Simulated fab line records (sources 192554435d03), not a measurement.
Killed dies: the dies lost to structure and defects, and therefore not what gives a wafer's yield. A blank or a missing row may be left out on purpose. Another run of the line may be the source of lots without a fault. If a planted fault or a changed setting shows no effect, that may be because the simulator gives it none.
fab line records	flow n5_finfet
record: lots: 9	wafers: 27	last_day: 20
route steps=1938 shown SD_EPI_P@306 ILD0@338 BEOL_M4@1111
lots that met no fault: from a run of the same line without faults
start_h: start of the lot's first displayed wafer, in hours after the record's first day	wait_h: hours since the lot's step before	" repeats the value in the row above	L1.1+2: several wafers, shown together as one row	- no value, or no start given	* or withheld: withheld	< > ~ a bound
route shown NAME@n: names a module that has steps shown in the file, with the first one's number in the route	usual: average and standard deviation across the fault-free wafers	same: alike in all rows	chamber/n: place in a boat	sites: each site's reading	_std_site: how widely they spread, as a standard deviation	_edge_site: mean of outer sites minus mean of inner sites	radius_mm: for every site, how far away it sits from the centre of the wafer	mask NAME#n: copy n	behind: the last tool/chamber to shape the wafer	hold: what put the lot on hold/how long, in hours/how the hold closed	device: which transistor (n, p or np) failed to switch	end of line: the tests these same wafers got at the end of their route	where a step has no rows: the recipe by itself	killed: not the wafer's yield, but the dies lost to structure and defects at the first sort	map: the dies of a wafer, with x for killed, . for not killed, _ for no die there
set.NAME: the setting the step ran with; set.NAME@STEP: the setting that earlier step ran with	model.NAME: the simulator's own value behind a step, which no gauge read
one table for each step of the route and one row for each wafer, over a sample of lots
services: from which hour (start_h, from the record's first day; less than 0 if before it) a tool's chamber was out of use, for how many hours, and why
== steps ==
step: N5_SD_EPI_P_DESCUM_14
recipe: chemistry: O2	time_s: 7.9	source_power_w: 50	bias_power_w: 20	pressure_mtorr: 20	rf_frequency_hz: 2.712e+07	temp_c: 40	resist: CAR-ArF-block	o2_flow_sccm: 225
usual: chamber_pressure_mTorr: 20.001/0.019	drypump_motor_current_A: 5.7/0.43	oes_product_au: 0.80/0.1	rf_vpp_V: 243.1/1.4	showerhead_plenum_p_Torr: 2.08/0.074	throttle_valve_pct: 20.49/0.21
same: time_s: 7.9
lot.wafer	tool	chamber	start_h	wait_h	chamber_pressure_mTorr	drypump_motor_current_A	oes_product_au	rf_hours_counter_h	rf_vpp_V	showerhead_plenum_p_Torr	throttle_valve_pct
L889.2	rie_diel-02	3	62.17	0.5	20.000	5.8	0.84	53	242.2	2.04	20.69
L889.3	"	1	"	"	19.999	6.3	0.71	241	244.7	2.15	20.52
L889.6	"	0	"	"	20.013	5.6	0.67	-	243.2	2.07	20.70
L890.1	rie_diel-03	1	67.07	0.0	20.009	6.0	0.74	189	244.7	2.17	20.47
L890.2	"	3	"	"	19.973	5.5	0.67	236	242.0	1.98	20.60
L890.4	"	0	"	"	20.006	4.8	0.93	5	243.4	2.06	20.18
L896.2	rie_diel-03	2	103.51	0.0	19.987	5.3	0.72	213	242.0	1.99	20.61
L896.3	"	3	"	"	20.013	5.5	0.67	248	241.5	1.98	20.62
L896.5	"	0	"	"	19.991	4.7	0.89	-	243.4	2.06	20.18
L899.2	rie_diel-02	1	119.19	0.0	19.988	6.3	0.96	6	243.5	2.14	20.16
L899.3	"	2	"	"	20.006	6.0	0.76	146	243.8	2.20	20.53
L899.4	"	0	"	"	20.020	5.6	1.01	0	241.4	2.07	20.33
L900.2	rie_diel-02	2	125.83	0.4	20.061	6.0	0.75	148	244.2	2.19	20.52
L900.3	"	3	"	"	20.001	5.8	0.81	75	242.2	2.03	20.71
L900.4	"	1	"	"	19.995	6.3	0.96	9	243.0	2.14	20.17
L907.3	rie_diel-06	0	168.40	0.2	19.982	5.2	0.97	7	242.2	2.06	20.26
L907.4	"	3	"	"	20.001	5.4	0.69	-	242.9	2.07	20.63
L907.5	"	0	"	"	19.988	5.2	0.96	-	242.3	2.06	20.24
L908.1	rie_diel-02	3	179.83	0.0	19.997	5.8	0.79	89	240.8	2.02	20.73
L908.2	"	0	"	"	19.991	5.6	0.93	17	242.2	2.06	20.37
L908.3	"	2	"	"	20.015	6.0	0.74	162	245.4	2.19	20.54
L909.4	rie_diel-02	0	185.94	0.0	19.980	5.6	0.92	20	242.6	2.06	20.38
L909.5	"	3	"	"	20.016	5.8	0.78	-	243.0	2.02	20.74
L909.6	"	2	"	"	20.036	6.0	0.75	-	244.1	2.19	20.55
L910.2	rie_diel-02	1	189.51	0.0	19.990	6.3	0.89	27	245.1	2.13	20.18
L910.3	"	3	"	"	19.994	5.8	0.78	91	241.5	2.02	20.74
L910.6	"	1	"	"	19.990	6.3	0.90	-	244.8	2.13	20.17
step: N5_ILD0_CMP_03
recipe: stop_on: SiNx	t_overpolish_s: 1.9	post_cmp_clean: alkaline_brush	down_force_psi: 4.1491	platen_rpm: 51.796	pad_velocity_m_s: 1.0306	target_thk_nm: 197.38
usual: head_pressure_psi: 4.150/0.009	motor_current_A: 11.9/1.2	overpolish_run_s: 1.900/0.0097	time_to_endpoint_s: 71/3.2
lot.wafer	tool	chamber	start_h	wait_h	head_pressure_psi	motor_current_A	overpolish_run_s	time_to_endpoint_s
L889.2	cmp-02	1	69.29	0.1	4.154	13.2	1.894	74
L889.3	"	3	"	"	4.150	11.3	1.892	75
L889.6	"	1	"	"	4.153	13.4	1.905	74
L890.1	cmp-02	0	75.12	0.0	4.150	11.6	1.903	72
L890.2	"	1	"	"	4.156	13.4	1.910	74
L890.4	"	2	"	"	4.150	11.8	1.910	75
L896.2	cmp-01	1	110.40	0.0	4.152	13.7	1.906	73
L896.3	"	3	"	"	4.138	10.0	1.900	73
L896.5	"	1	"	"	4.133	13.2	1.906	76
L899.4	cmp-02	3	127.31	0.1	4.136	11.6	1.916	62
L899.2	"	0	"	"	1.901	7.2	1.900	148
L899.3	"	1	"	"	4.152	13.8	1.894	68
L900.3	cmp-02	1	133.55	0.0	4.144	13.6	1.903	64
L900.2	"	3	"	"	4.152	10.9	1.921	66
L900.4	"	0	"	"	1.894	7.6	1.889	155
L907.3	cmp-04	2	175.28	0.0	4.147	12.5	1.905	67
L907.4	"	3	"	"	4.142	12.9	1.910	68
L907.5	"	2	"	"	4.147	13.0	1.897	70
L908.1	cmp-01	2	186.85	0.1	4.140	11.0	1.897	72
L908.3	"	3	"	"	4.147	9.6	1.908	69
L908.2	"	1	"	"	4.148	13.0	1.899	71
L909.4	cmp-04	3	193.17	0.1	4.156	13.1	1.912	72
L909.6	"	1	"	"	4.151	10.8	1.893	71
L909.5	"	2	"	"	4.161	12.5	1.899	73
L910.3	cmp-02	0	205.06	0.1	4.141	11.4	1.884	64
L910.2	"	1	"	"	4.157	12.6	1.901	65
L910.6	"	3	"	"	4.155	11.1	1.886	68
step: N5_ILD0_THK_MEAS_04
usual: thk_nm: 197.4/0.98
lot.wafer	tool	chamber	start_h	wait_h	thk_nm
L889.2	film_metro-01	-	69.55	-	198.1
L889.3	"	-	"	"	197.4
L889.6	"	-	"	"	197.3
L890.1	film_metro-02	-	75.41	-	196.9
L890.2	"	-	"	"	198.1
L890.4	"	-	"	"	198.3
L896.2	film_metro-02	-	110.69	-	196.5
L896.3	"	-	"	"	197.9
L896.5	"	-	"	"	198.3
L899.2	film_metro-02	-	127.57	-	200.7
L899.3	"	-	"	"	196.6
L899.4	"	-	"	"	197.0
L900.2	film_metro-01	-	133.85	-	199.5
L900.3	"	-	"	"	198.6
L900.4	"	-	"	"	201.5
L907.3	film_metro-02	-	175.58	-	197.6
L907.4	"	-	"	"	199.0
L907.5	"	-	"	"	198.4
L908.1	film_metro-01	-	187.14	-	197.2
L908.2	"	-	"	"	198.8
L908.3	"	-	"	"	197.5
L909.4	film_metro-01	-	193.39	-	196.5
L909.5	"	-	"	"	196.6
L909.6	"	-	"	"	197.3
L910.2	film_metro-01	-	205.28	-	196.9
L910.3	"	-	"	"	196.0
L910.6	"	-	"	"	197.0
step: N5_ILD0_THK_MEAS_08
usual: thk_nm: 139.1/0.91
lot.wafer	tool	chamber	start_h	wait_h	thk_nm
L889.2	film_metro-01	-	69.87	-	139.3
L889.3	"	-	"	"	137.9
L889.6	"	-	"	"	138.8
L890.1	film_metro-02	-	75.74	-	139.6
L890.2	"	-	"	"	137.9
L890.4	"	-	"	"	138.5
L896.2	film_metro-02	-	111.02	-	138.6
L896.3	"	-	"	"	140.5
L896.5	"	-	"	"	138.8
L899.2	film_metro-01	-	127.89	-	138.8
L899.3	"	-	"	"	137.8
L899.4	"	-	"	"	137.8
L900.2	film_metro-01	-	134.17	-	139.2
L900.3	"	-	"	"	139.7
L900.4	"	-	"	"	140.3
L907.3	film_metro-02	-	175.90	-	140.1
L907.4	"	-	"	"	139.1
L907.5	"	-	"	"	140.2
L908.1	film_metro-02	-	187.47	-	140.1
L908.2	"	-	"	"	140.1
L908.3	"	-	"	"	138.9
L909.4	film_metro-01	-	193.72	-	140.5
L909.5	"	-	"	"	139.6
L909.6	"	-	"	"	139.8
L910.2	film_metro-01	-	205.60	-	138.4
L910.3	"	-	"	"	138.3
L910.6	"	-	"	"	138.6
step: N5_ILD0_ALD_15
recipe: material: SiNx	target_thk_a: 240	temp_c: 400	ald_precursor_family: SiH2I2	ald_co_reactant: N2/H2-plasma	pulse_time_s: 1	ald_cycles: 480	purge_time_s: 2	co_reactant_purge_time_s: 2	pressure_torr: 2
usual: heater_power_w: 818/88	precursor_pulse_height_rel: 1.001/0.02
same: purge_time_s: 2
lot.wafer	tool	chamber	start_h	wait_h	heater_power_w	precursor_pulse_height_rel
L889.2	ald_sin-01	2	70.59	0.5	737	1.038
L889.3	"	1	"	"	897	1.018
L889.6	"	3	71.68	1.1	845	1.007
L890.1	ald_sin-04	2	76.45	0.6	1021	0.975
L890.2	"	0	"	"	866	1.000
L890.4	"	1	"	"	746	1.020
L896.2	ald_sin-04	3	111.73	0.5	818	0.964
L896.3	"	2	"	"	1019	1.033
L896.5	"	3	112.82	1.2	816	0.992
L899.2	ald_sin-03	1	128.69	0.5	842	0.985
L899.3	"	3	"	"	775	0.992
L899.4	"	0	"	"	729	0.975
L900.2	ald_sin-04	0	134.89	0.5	855	1.052
L900.3	"	2	"	"	1009	1.005
L900.4	"	1	"	"	772	0.979
L907.3	ald_sin-04	1	176.65	0.4	749	1.001
L907.4	"	0	"	"	865	1.013
L907.5	"	3	177.74	1.2	796	0.966
L908.1	ald_sin-03	0	188.54	0.9	713	0.995
L908.2	"	3	"	"	754	0.995
L908.3	"	1	"	"	839	0.979
L909.4	ald_sin-03	2	194.43	0.2	792	1.006
L909.5	"	1	195.52	1.2	846	1.024
L909.6	"	0	"	"	709	0.984
L910.2	ald_sin-03	1	206.32	0.5	848	1.002
L910.3	"	3	"	"	785	1.014
L910.6	"	2	207.41	1.1	788	1.042
step: N5_BEOL_M4_RC_MEAS_101
usual: DIBL_N: 36.6/1.3	DIBL_P: 36.4/1.4	IOFF_N: 0.167/0.023	IOFF_P: 0.219/0.029	ION_N: 678/8.7	ION_P: 464/6.4	SS_N: 71.5/0.53	SS_P: 73.4/0.57	VT_N: 248.5/2.8	VT_P: -249/3.1
lot.wafer	tool	chamber	start_h	wait_h	DIBL_N[mV/V]	DIBL_P[mV/V]	IOFF_N[nA/um]	IOFF_P[nA/um]	ION_N[uA/um]	ION_P[uA/um]	SS_N[mV/dec]	SS_P[mV/dec]	VT_N[mV]	VT_P[mV]
L890.1	prober-02	0	196.22	0.0	35.3	33.7	0.136	0.182	658	455	70.3	73.0	255.9	-250
L890.2	"	0	"	"	34.1	32.7	0.125	0.170	659	458	70.5	72.9	253.4	-250
L890.4	"	0	"	"	34.1	33.6	0.129	0.179	668	458	70.8	72.8	253.7	-251
L889.2	prober-01	0	198.35	0.2	39.7	38.0	0.211	0.267	692	469	72.4	74.2	244.7	-246
L889.3	"	0	"	"	37.9	35.7	0.180	0.226	686	469	71.0	73.1	245.5	-248
L889.6	"	0	"	"	37.8	35.3	0.174	0.220	674	463	71.6	72.9	247.3	-249
L896.2	prober-02	0	254.80	0.2	35.0	34.1	0.133	0.192	666	462	70.6	72.9	252.4	-249
L896.3	"	0	"	"	37.0	36.9	0.166	0.239	681	471	71.8	73.5	247.1	-247
L896.5	"	0	"	"	37.8	37.1	0.169	0.238	669	459	71.9	73.4	250.5	-246
L899.2	prober-01	0	254.85	0.2	34.9	36.0	0.157	0.243	675	467	71.3	73.4	252.5	-242
L899.3	"	0	"	"	34.1	34.6	0.154	0.216	678	468	71.1	72.9	248.4	-246
L899.4	"	0	"	"	34.5	35.8	0.158	0.238	681	472	71.1	73.4	249.7	-247
L900.2	prober-02	0	290.19	0.2	35.6	34.4	0.148	0.192	673	458	70.7	73.2	250.9	-250
L900.3	"	0	"	"	36.8	36.1	0.175	0.229	687	468	71.4	73.6	248.2	-248
L900.4	"	0	"	"	35.9	35.5	0.152	0.214	671	464	71.7	73.0	248.8	-248
L907.3	prober-01	0	330.29	0.3	36.4	36.8	0.165	0.212	667	458	71.5	73.0	246.2	-250
L907.4	"	0	"	"	37.5	38.0	0.173	0.237	670	463	71.5	73.5	247.3	-248
L907.5	"	0	"	"	37.3	37.8	0.172	0.228	668	461	71.3	73.2	247.1	-251
L908.1	prober-01	0	334.52	0.0	39.3	37.6	0.193	0.207	689	461	71.7	74.3	245.8	-252
L908.2	"	0	"	"	37.9	37.0	0.165	0.200	679	466	71.7	73.7	249.2	-253
L908.3	"	0	"	"	37.2	36.2	0.149	0.180	672	456	71.6	73.5	252.1	-255
L909.4	prober-01	0	351.61	0.5	37.1	39.1	0.171	0.247	674	463	72.1	73.3	249.8	-248
L909.5	"	0	"	"	37.7	38.4	0.176	0.233	675	465	72.4	73.7	250.0	-248
L909.6	"	0	"	"	36.9	38.3	0.168	0.222	678	466	71.7	73.8	252.3	-251
L910.2	prober-01	0	358.47	0.2	38.3	39.0	0.231	0.281	704	477	71.8	74.7	242.5	-245
L910.3	"	0	"	"	37.2	36.4	0.193	0.235	689	468	71.3	74.4	245.3	-249
L910.6	"	0	"	"	37.2	36.5	0.188	0.234	690	468	71.6	73.3	245.2	-250
== services ==
tool	chamber	start_h	hours	kind
ald_sin-01	0	39.96	2.2	repair
cmp-01	-	42.02	4.0	pm
ald_sin-01	3	42.94	1.6	repair
ald_sin-01	0	56.88	8.5	repair
cmp-01	-	60.70	4.1	pm
cmp-02	-	84.72	3.1	pm
rie_diel-02	1	86.29	-	clean
rie_diel-02	1	86.29	-	consumable_replace:focus_ring
rie_diel-02	1	86.29	15.5	scheduled_down
rie_diel-02	1	86.29	15.5	vent_cycle
rie_diel-03	1	92.93	14.9	repair
rie_diel-02	0	102.04	-	clean
cmp-02	-	113.89	4.0	pm
cmp-04	-	113.89	0.6	repair
rie_diel-06	2	125.76	11.1	repair
cmp-04	-	131.11	6.7	pm
cmp-01	-	141.80	2.4	repair
rie_diel-03	1	145.19	1.6	repair
rie_diel-06	-	158.33	2.8	pm
rie_diel-06	2	163.27	9.2	repair
rie_diel-03	-	177.21	0.8	repair
ald_sin-04	-	178.82	14.0	pm
cmp-04	-	182.94	5.0	pm
cmp-02	-	192.28	1.1	repair
== key ==
first_sign: step: N5_ILD0_CMP_03	reading: head_pressure_psi	direction: down	sigmas: 99+	usual: 4.150	struck: 1.897
effect: step: N5_ILD0_CMP_03	reading: time_to_endpoint_s	direction: up	sigmas: 25	usual: *	struck: *
effect: step: N5_ILD0_THK_MEAS_04	reading: thk_nm	direction: up	sigmas: 3.7	usual: *	struck: *
met_at N5_ILD0_CMP_03
struck_lots L899,L900
struck_wafers L899.2,L900.4
not_acting_at N5_SD_EPI_P_DESCUM_14,N5_ILD0_THK_MEAS_08,N5_ILD0_ALD_15
onset_between 75.12 127.31
fault: kind: process_parameter_drift	tool: cmp-02	chamber: 0	onset_h: 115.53	steps: N5_ILD0_CMP_03	channel: down_force_psi	offset: -2.2625	shape: step	end_h: 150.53	acts_in: these_recipes_only	stated: 4.1491
